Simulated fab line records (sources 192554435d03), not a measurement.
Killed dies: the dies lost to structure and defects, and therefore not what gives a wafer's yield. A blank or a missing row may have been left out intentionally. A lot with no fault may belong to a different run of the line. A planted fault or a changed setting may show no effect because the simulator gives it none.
Chamber matching | flow n5-finfet | N5_BEOL_M8_ETCH_65 on rie-diel-04 has 4 sister chambers
The step etches SiARC in CF4, target depth 15.6 nm, time 26 s. 4 wafers are shown with their chamber, then 7 later ones without.

## WAFERS, EACH WITH ITS CHAMBER
wafer  | chamber | drypump-motor-current-A (A)
L077.3 | 1       | 6.1
L083.4 | 2       | 6.4
L084.1 | 3       | 6.1
L084.2 | 0       | 6.6

## WAFERS WITHOUT THEIR CHAMBER
wafer  | drypump-motor-current-A (A)
L084.6 | 6.6
L091.1 | 6.1
L091.4 | 6.3
L091.5 | 6.1
L097.1 | 6.6
L097.2 | 6.4
L097.3 | 6.1

## EACH ONE'S CHAMBER
wafer  | from the rows above     | in truth
L084.6 | 0                       | 0
L091.1 | can't be placed: 1 or 3 | 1
L091.4 | 2                       | 2
L091.5 | can't be placed: 1 or 3 | 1
L097.1 | 0                       | 0
L097.2 | 2                       | 2
L097.3 | can't be placed: 1 or 3 | 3
Placed correctly: 4 of 7. Can't be placed from these rows: 3 (the true chamber is among the candidates in 3). Number placed wrongly: 0.
How it was worked out, from the rows above alone: a wafer's distance from a chamber is the root of the sum, over the readings, of the square of ((its reading less the chamber's mean) divided by the reading's scatter). The wafer belongs to the nearest chamber; if the next one is less than 2 further off, it can't be placed. A chamber's mean is the mean of its shown wafers. The scatter: with one shown wafer a chamber, the root of the mean of the squares of how far each hidden wafer lies from its nearest shown one.
